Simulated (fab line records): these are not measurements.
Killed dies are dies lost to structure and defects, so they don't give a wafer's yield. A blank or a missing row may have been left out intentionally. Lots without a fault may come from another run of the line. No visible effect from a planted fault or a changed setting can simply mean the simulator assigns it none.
What tool caused it? :: flow nand_harc :: 24 lots, 72 wafers sampled, at 1 step of a route of 1302

WHAT THE GAUGES SHOWED, per wafer
NHARC_A_CHANNEL_HOLE_D2_OVL_MEAS_11. Usual: overlay_x_nm -0.2 nm, standard deviation 0.82; overlay_y_nm -0.2 nm, standard deviation 0.8.
lot: L075
measured: day 13 04:20
on: overlay-01
overlay_x_nm (nm): -0.1 -0.3 -0.3
overlay_y_nm (nm): -0.9 -1.0 -1.4
flag: 

lot: L074
measured: day 13 05:29
on: overlay-02
overlay_x_nm (nm): -0.5 0.7 0.3
overlay_y_nm (nm): -0.5 -0.2 -1.0
flag: 

lot: L077
measured: day 14 03:08
on: overlay-01
overlay_x_nm (nm): 0.1 0.5 0.2
overlay_y_nm (nm): 0.8 0.7 0.4
flag: 

lot: L076
measured: day 14 04:02
on: overlay-02
overlay_x_nm (nm): -1.3 -1.5 -2.5
overlay_y_nm (nm): 0.4 0.5 0.3
flag: 

lot: L078
measured: day 14 09:17
on: overlay-02
overlay_x_nm (nm): -0.9 -0.7 -0.8
overlay_y_nm (nm): 1.1 0.5 0.4
flag: 

lot: L080
measured: day 15 00:29
on: overlay-02
overlay_x_nm (nm): 0.3 0.0 0.2
overlay_y_nm (nm): -0.2 -0.2 -0.2
flag: 

lot: L079
measured: day 15 07:05
on: overlay-02
overlay_x_nm (nm): 0.0 -0.1 -0.2
overlay_y_nm (nm): -0.9 0.1 -0.4
flag: 

lot: L081
measured: day 15 16:23
on: overlay-02
overlay_x_nm (nm): -1.0 -1.1 -0.8
overlay_y_nm (nm): -0.6 -0.5 -0.9
flag: 

lot: L082
measured: day 16 10:19
on: overlay-02
overlay_x_nm (nm): 0.0 0.1 0.0
overlay_y_nm (nm): -1.3 -0.4 -1.0
flag: 

lot: L083
measured: day 16 12:34
on: overlay-01
overlay_x_nm (nm): -0.6 -0.8 -0.9
overlay_y_nm (nm): -1.4 -1.1 -1.3
flag: 

lot: L084
measured: day 17 17:28
on: overlay-02
overlay_x_nm (nm): -1.1 -0.6 -1.1
overlay_y_nm (nm): -0.3 -0.3 -0.4
flag: 

lot: L085
measured: day 17 21:56
on: overlay-02
overlay_x_nm (nm): 0.7 0.6 0.6
overlay_y_nm (nm): 0.3 -0.3 0.0
flag: 

lot: L087
measured: day 17 23:03
on: overlay-02
overlay_x_nm (nm): -1.3 -0.8 -1.4
overlay_y_nm (nm): -1.6 -2.0 -1.2
flag: 

lot: L086
measured: day 17 23:49
on: overlay-02
overlay_x_nm (nm): 0.5 -0.2 0.0
overlay_y_nm (nm): -0.3 0.1 -0.9
flag: 

lot: L088
measured: day 19 07:23
on: overlay-02
overlay_x_nm (nm): -1.5 -1.0 -0.8
overlay_y_nm (nm): -0.8 -1.0 -1.3
flag: 

lot: L089
measured: day 19 09:24
on: overlay-02
overlay_x_nm (nm): 1.0 0.8 1.0
overlay_y_nm (nm): 0.3 0.7 0.2
flag: 

lot: L090
measured: day 19 23:37
on: overlay-01
overlay_x_nm (nm): -0.1 -0.1 0.0
overlay_y_nm (nm): -0.4 -0.1 -0.1
flag: 

lot: L091
measured: day 20 02:14
on: overlay-01
overlay_x_nm (nm): 0.2 0.1 0.0
overlay_y_nm (nm): 0.4 0.2 0.7
flag: 

lot: L092
measured: day 20 13:28
on: overlay-02
overlay_x_nm (nm): 0.4 0.9 0.8
overlay_y_nm (nm): -0.4 -0.3 -0.4
flag: 

lot: L093
measured: day 20 13:40
on: overlay-02
overlay_x_nm (nm): 1.3 1.2 0.7
overlay_y_nm (nm): -0.6 -1.0 -0.4
flag: 

lot: L095
measured: day 21 19:16
on: overlay-02
overlay_x_nm (nm): 0.9 0.7 1.5
overlay_y_nm (nm): 0.5 0.7 0.4
flag: 

lot: L094
measured: day 21 19:40
on: overlay-01
overlay_x_nm (nm): -0.4 -0.2 -0.4
overlay_y_nm (nm): 1.0 0.8 0.9
flag: 

lot: L097
measured: day 22 06:54
on: overlay-02
overlay_x_nm (nm): -0.6 -0.9 -1.2
overlay_y_nm (nm): 2.1 1.5 1.8
flag: 

lot: L096
measured: day 22 07:11
on: overlay-01
overlay_x_nm (nm): -0.1 -0.1 -0.1
overlay_y_nm (nm): -1.1 -0.1 -0.1
flag: 

EACH LOT AND THE TOOL THAT RAN IT (in order: tool; ch and the chambers of the sampled wafers; start)
There is no process step in the record ahead of these readings.

WHAT THE TOOLS THEMSELVES READ (means of the sampled wafers that have a number; where no wafer has one, the mark that the record gives instead)
The record holds no such reading with a usual standard deviation.

THE ANSWER, worked out from the rows above alone
Rule: take the mean of a lot's wafers that have a number; if it is more than 3 standard deviations from the usual mean, the lot is off. A lot without any number at a reading at which 4 lots or more have one is off too. Any other lot the step has rows for is counted as sound. Order of review: gauges by route order, followed by the tools' own readings, for which a lot's mean as printed above is used. At the first step where some lot is off, the reading lying furthest off is the one used; lots without a number count as furthest.
Across all readings shown, no lot is off: no conclusion can be drawn from this.

WHAT THE SIMULATOR PUT IN
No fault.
